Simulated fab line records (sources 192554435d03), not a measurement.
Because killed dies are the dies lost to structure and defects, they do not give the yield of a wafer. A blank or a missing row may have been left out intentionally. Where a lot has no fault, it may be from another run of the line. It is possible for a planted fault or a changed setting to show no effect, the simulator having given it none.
Comparing a struck lot with a sound one / flow n5Finfet / 15 out of 1938 route steps
Sound: these wafers, L971.2, L971.5, L971.6. Struck: wafers L967.1, L967.4, L967.5. The cause comes at the end.
At each step with rows: each side's tool, then ch and its chambers, then its first start. Under that, the readings that differ: sound wafers / struck wafers / difference of the means / sigmas: that difference in standard deviations of wafers without a fault.
alike: same words and numbers on both sides, and readings whose means sit less than 2 such deviations apart. not compared: any withheld reading, any reading some wafer has no value for, any bound like >300 that may hide the same value, and any number with overlapping values for which the record gives no deviation.
Wherever a step has rows on one side only, a row that says differs or no value, or a row with sigmas, the two part there. When numbers do not overlap yet have no deviation, they are printed without sigmas and do not part them. Lack of a reading on every wafer of one side parts them only where that side has two or more wafers.

first, 1 step without rows for these wafers: N5_BEOL_M12_HARDBAKE_14 (time 120 s).
N5_BEOL_M12_CD_MEAS_10: target cd 140 nm.
  sound on cdSem-02 ch 0, day 14 02:19; struck on cdSem-01 ch 0, day 13 09:53
  alike: cdNm
N5_BEOL_M12_OVL_MEAS_11:
  sound on overlay-02 ch 0, day 14 02:20; struck on overlay-01 ch 0, day 13 09:55
  alike: V11_OVL
N5_BEOL_M12_INSPECT_12: inspects for defects (macro).
  sound on defectInspect-02 at day 14 02:22; struck on defectInspect-02 at day 13 09:57
  alike: rawDefectCount
N5_BEOL_M12_DESCUM_15: chemistry O2, time 7.9 s.
  sound on rieDiel-06 ch 0,1,3, day 14 02:24; struck on rieDiel-01 ch 1,2,3, day 13 09:59
  alike: drypumpMotorCurrentA, oesProductAu, rfVppV, showerheadPlenumPTorr, throttleValvePct
  not compared: rfHoursCounterH
N5_BEOL_M12_ETCH_59: etches BARC in N2/H2, target depth 89 nm, overetch 26.7 nm, time 67.9 s.
  sound on rieDiel-06 ch 0,1,3, day 14 02:26; struck on rieDiel-01 ch 1,2,3, day 13 10:01
  alike: drypumpMotorCurrentA, oesProductAu, rfVppV, showerheadPlenumPTorr, throttleValvePct
  not compared: rfHoursCounterH
N5_BEOL_M12_VIA_ETCH_16: etches SiOC in C4F8/O2/Ar, target depth 724.8 nm.
  sound on rieDiel-06 ch 0,1,3, day 14 02:29; struck on rieDiel-01 ch 1,2,3, day 13 10:04
  alike: drypumpMotorCurrentA, oesProductAu, rfVppV, showerheadPlenumPTorr, throttleValvePct
N5_BEOL_M12_STRIP_63: strips in N2/H2.
  sound on plasmaAsher-02 ch 0,1, day 14 02:41; struck on plasmaAsher-02 ch 0,1, day 13 10:16
  alike: drypumpMotorCurrentA, heaterPowerW, oesProductAu, stripTimeToEndpointS
  not compared: rfHoursCounterH
N5_BEOL_M12_STRIP_64: strips in N2/H2.
  sound on plasmaAsher-02 ch 0,1, day 14 02:44; struck on plasmaAsher-02 ch 0,1, day 13 10:20
  alike: drypumpMotorCurrentA, heaterPowerW, oesProductAu, stripTimeToEndpointS
  not compared: rfHoursCounterH
then, 2 steps without rows for these wafers: N5_BEOL_M12_STRIP_71 (strips in post etch residue remover, time 60 s); N5_BEOL_M12_SRD_72 (time 30 s, dry time 30 s).
N5_BEOL_M12_CD_MEAS_17: target cd 140 nm.
  sound on cdSem-02 at day 14 02:53; struck on cdSem-02 at day 13 10:29
  alike: cdNm
N5_BEOL_M12_COAT_65: time 60 s, resist thk 300 nm.
  sound on lithoTrack-03 ch 0, day 14 02:56; struck on lithoTrack-02 ch 0, day 13 10:31
reading=spinSpeedRpm (rpm); sound=1500.0 1500.0 1499.6; struck=1536.6 1536.1 1536.7; difference=+36.6; sigmas=+33
reading=model.SOC_of_BEOL_M12_COAT_65.thkNm (nm); sound=299 299 299.2; struck=295.6 295.6 296; difference=-3.3; sigmas=
then, 1 step without rows for these wafers: N5_BEOL_M12_COAT_66 (time 60 s, resist thk 110 nm).
N5_PASSIVATION_PROBE_49:
  sound on prober-01 at day 15 17:16; struck on prober-02 at day 15 03:35
reading=killed_at_M4_up; sound=27; struck=13 10 5; difference=-18; sigmas=-3
  alike: defectLimitedYield, killed_at_M0_to_M3, killedAtContacts, killedAtFrontEnd, killedAtOther, killedDies, killedOpen, killedShort, sort_bin_5_function, sort_bin_6_memory, sortNPass, sortYieldPct

## WHERE THEY PART
First at N5_BEOL_M12_COAT_65; last, within this record, at N5_PASSIVATION_PROBE_49.

WHY: whatever the simulator had introduced
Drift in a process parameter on lithoTrack-02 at N5_BEOL_M12_COAT_65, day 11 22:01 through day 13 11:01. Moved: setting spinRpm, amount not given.
